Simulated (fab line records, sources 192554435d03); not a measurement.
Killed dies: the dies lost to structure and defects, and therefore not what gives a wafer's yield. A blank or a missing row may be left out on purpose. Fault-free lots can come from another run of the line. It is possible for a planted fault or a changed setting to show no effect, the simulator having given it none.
Chamber matching	flow n5_finfet	rie_diel-02 running N5_BEOL_M3_ETCH_64: 4 sister chambers
The step etches SOC in N2/H2, target depth 75 nm, overetch 15 nm, time 112.5 s. 4 wafers are shown with their chamber, then 8 later ones without.

## WAFERS PAIRED WITH THEIR CHAMBERS
wafer	chamber	showerhead_plenum_p_Torr (Torr)
L077.5	0	2.47
L086.2	3	2.57
L086.4	1	2.50
L089.1	2	2.63

## WAFERS WITHOUT THEIR CHAMBER
wafer	showerhead_plenum_p_Torr (Torr)
L089.3	2.56
L089.6	2.63
L091.1	2.62
L091.4	2.46
L091.6	2.50
L092.1	2.50
L092.4	2.46
L092.5	2.46

## CHAMBER TAKEN BY EACH
wafer	from the rows above	in truth
L089.3	3	3
L089.6	2	2
L091.1	2	2
L091.4	0	0
L091.6	1	1
L092.1	1	1
L092.4	0	0
L092.5	0	0
Correctly placed: 8 of 8. Can't be placed from these rows: 0. 0 placed wrongly.
How it was worked out, from the rows above alone: a wafer's distance from a chamber is the root of the sum, over the readings, of the square of ((its reading less the chamber's mean) divided by the reading's scatter). The wafer belongs to the nearest chamber; if the next one is less than 2 further off, it can't be placed. For every chamber, the mean is computed from those of its wafers that are shown. The scatter: root of mean squared gap, hidden wafer to nearest shown wafer, with one shown wafer a chamber.
